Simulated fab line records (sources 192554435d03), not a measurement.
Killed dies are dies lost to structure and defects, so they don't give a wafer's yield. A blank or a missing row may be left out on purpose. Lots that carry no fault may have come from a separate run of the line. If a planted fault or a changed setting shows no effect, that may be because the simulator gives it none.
Split-lot experiment + flow n5Finfet + 39 wafers read across 7 lots, on a route 1938 steps long

ABOUT THE SPLIT
At N5_BEOL_M8_ETCH_66 (etches SOC in N2/H2, target depth 80 nm, overetch 16 nm, time 120 s), the setting targetDepthA was moved away from the recipe's 800 angstrom on 18 of the 39 wafers read, by -51.7% to +27.5%. This setting was run at the recipe's value on the other wafers.

The reading is taken at the split's own step.

THE READING
SiARC_of_BEOL_M8_COAT_64.thkNm (the simulator's own value, which no gauge read), in nm, at N5_BEOL_M8_ETCH_66 (etches SOC in N2/H2, target depth 80 nm, overetch 16 nm, time 120 s). No usual value for it is given in the file. Average 6.5 nm, standard deviation 0.24 nm, over the 21 wafers here run with the recipe.

| wafer  | tool, chamber at the split | targetDepthA as run, angstrom | against the recipe | SiARC_of_BEOL_M8_COAT_64.thkNm, nm | against lot-mates on the recipe |
|--------|----------------------------|-------------------------------|--------------------|------------------------------------|---------------------------------|
| L074.1 | rieDiel-01, 3              | 929                           | +16.1%             | 5.8                                | -0.7                            |
| L074.2 | rieDiel-01, 2              | 800                           | recipe             | 6.4                                | -                               |
| L074.3 | rieDiel-01, 0              | 800                           | recipe             | 6.6                                | -                               |
| L074.4 | rieDiel-01, 1              | 929                           | +16.1%             | 6.2                                | -0.3                            |
| L074.5 | rieDiel-01, 3              | 929                           | +16.1%             | 5.6                                | -0.9                            |
| L074.6 | rieDiel-01, 0              | 800                           | recipe             | 6.6                                | -                               |
| L075.1 | rieDiel-01, 2              | 386.6                         | -51.7%             | 8.8                                | +2.2                            |
| L075.2 | rieDiel-01, 3              | 800                           | recipe             | 6.4                                | -                               |
| L075.3 | rieDiel-01, 0              | 386.6                         | -51.7%             | 9                                  | +2.4                            |
| L075.4 | rieDiel-01, 1              | 800                           | recipe             | 6.8                                | -                               |
| L075.5 | rieDiel-01, 0              | 800                           | recipe             | 6.6                                | -                               |
| L075.6 | rieDiel-01, 3              | 386.6                         | -51.7%             | 8.8                                | +2.2                            |
| L078.1 | rieDiel-06, 1              | 607.6                         | -24.0%             | 7.4                                | +1.0                            |
| L078.2 | rieDiel-06, 3              | 607.6                         | -24.0%             | 7.6                                | +1.2                            |
| L078.3 | rieDiel-06, 2              | 607.6                         | -24.0%             | 7.4                                | +1.0                            |
| L078.4 | rieDiel-06, 0              | 800                           | recipe             | 6.8                                | -                               |
| L078.5 | rieDiel-06, 2              | 800                           | recipe             | 6.2                                | -                               |
| L078.6 | rieDiel-06, 1              | 800                           | recipe             | 6.2                                | -                               |
| L083.1 | rieDiel-06, 2              | 566.6                         | -29.2%             | 7.6                                | +1.3                            |
| L083.2 | rieDiel-06, 1              | 800                           | recipe             | 6.2                                | -                               |
| L083.3 | rieDiel-06, 0              | 566.6                         | -29.2%             | 8                                  | +1.7                            |
| L083.4 | rieDiel-06, 3              | 800                           | recipe             | 6.6                                | -                               |
| L083.5 | rieDiel-06, 2              | 800                           | recipe             | 6.2                                | -                               |
| L083.6 | rieDiel-06, 3              | 566.6                         | -29.2%             | 7.8                                | +1.5                            |
| L089.2 | rieDiel-06, 1              | 800                           | recipe             | 6.2                                | -                               |
| L089.4 | rieDiel-06, 1              | 800                           | recipe             | 6.2                                | -                               |
| L089.5 | rieDiel-06, 0              | 800                           | recipe             | 6.8                                | -                               |
| L088.1 | rieDiel-06, 0              | 800                           | recipe             | 6.8                                | -                               |
| L088.2 | rieDiel-06, 3              | 1020                          | +27.5%             | 5.2                                | -1.4                            |
| L088.3 | rieDiel-06, 1              | 1020                          | +27.5%             | 4.8                                | -1.8                            |
| L088.4 | rieDiel-06, 0              | 800                           | recipe             | 6.8                                | -                               |
| L088.5 | rieDiel-06, 3              | 1020                          | +27.5%             | 5.2                                | -1.4                            |
| L088.6 | rieDiel-06, 1              | 800                           | recipe             | 6.2                                | -                               |
| L093.1 | rieDiel-05, 1              | 567.6                         | -29.0%             | 7.6                                | +1.1                            |
| L093.2 | rieDiel-05, 2              | 800                           | recipe             | 6.2                                | -                               |
| L093.3 | rieDiel-05, 0              | 800                           | recipe             | 6.6                                | -                               |
| L093.4 | rieDiel-05, 3              | 567.6                         | -29.0%             | 7.8                                | +1.3                            |
| L093.5 | rieDiel-05, 0              | 800                           | recipe             | 6.6                                | -                               |
| L093.6 | rieDiel-05, 3              | 567.6                         | -29.0%             | 7.8                                | +1.3                            |

FIT RESULTS
A straight line over all 39 wafers: SiARC_of_BEOL_M8_COAT_64.thkNm changes by -0.0457 nm for each +1% of targetDepthA; r = -0.97; the points scatter about the line by 0.22 nm.
The same after taking each lot's own level away (the mean of its wafers on the recipe; 39 wafers): -0.0466 nm for each +1%; r = -0.97; scatter 0.22 nm.
Per that fit: largest targetDepthA move, reading shift of 2.4 nm.
The span of the lots' own levels, 6.33 to 6.60 nm, comes to 1.1 times the standard deviation stated above.
The two slopes are in agreement: the lot-to-lot level therefore moves the slope only a little.
Check: for one of the wafers moved furthest among these (-51.7%), held out of the fit, the line's prediction against its lot-mates is +2.41 nm. It came out at +2.2 nm against them.

FURTHER SPLITS ON THESE WAFERS
These wafers also went through other splits before the reading. Each is held against what the fit with the lots' levels taken away leaves over:
| other split on the same wafers         | wafers away from the commonest value | r with SiARC_of_BEOL_M8_COAT_64.thkNm (lot level and that fit taken away) |
|----------------------------------------|--------------------------------------|---------------------------------------------------------------------------|
| N5_BEOL_M1_TRENCH_ETCH_37 targetDepthA | 15                                   | -0.02                                                                     |
| N5_BEOL_M2_TRENCH_ETCH_37 targetDepthA | 15                                   | -0.04                                                                     |
| N5_BEOL_M3_ALD_84 aldCycles            | 12                                   | -0.04                                                                     |
| N5_BEOL_M6_HM_DEP_02 targetThkA        | 9                                    | -0.23                                                                     |

THE WHOLE CHAIN: every reading that the file lists as answering this split, in the file's order
| step               | what it does                                                        | reading                                                                         | change (the file's fit)                                                              | r (the file's) |
|--------------------|---------------------------------------------------------------------|---------------------------------------------------------------------------------|--------------------------------------------------------------------------------------|----------------|
| N5_BEOL_M8_ETCH_66 | etches SOC in N2/H2, target depth 80 nm, overetch 16 nm, time 120 s | etch.depthNm (the simulator's own value, which no gauge read)                   | not straight: 54.57 at the lowest setting, 60.18 at the recipe, 60.16 at the highest | not given      |
| N5_BEOL_M8_ETCH_66 | etches SOC in N2/H2, target depth 80 nm, overetch 16 nm, time 120 s | SiARC_of_BEOL_M8_COAT_64.thkNm (the simulator's own value, which no gauge read) | -0.0462 nm for each +1% of the setting                                               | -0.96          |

FILE'S OWN FIT
SiARC_of_BEOL_M8_COAT_64.thkNm changes by -0.0462 nm for each +1% of targetDepthA, r = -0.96.
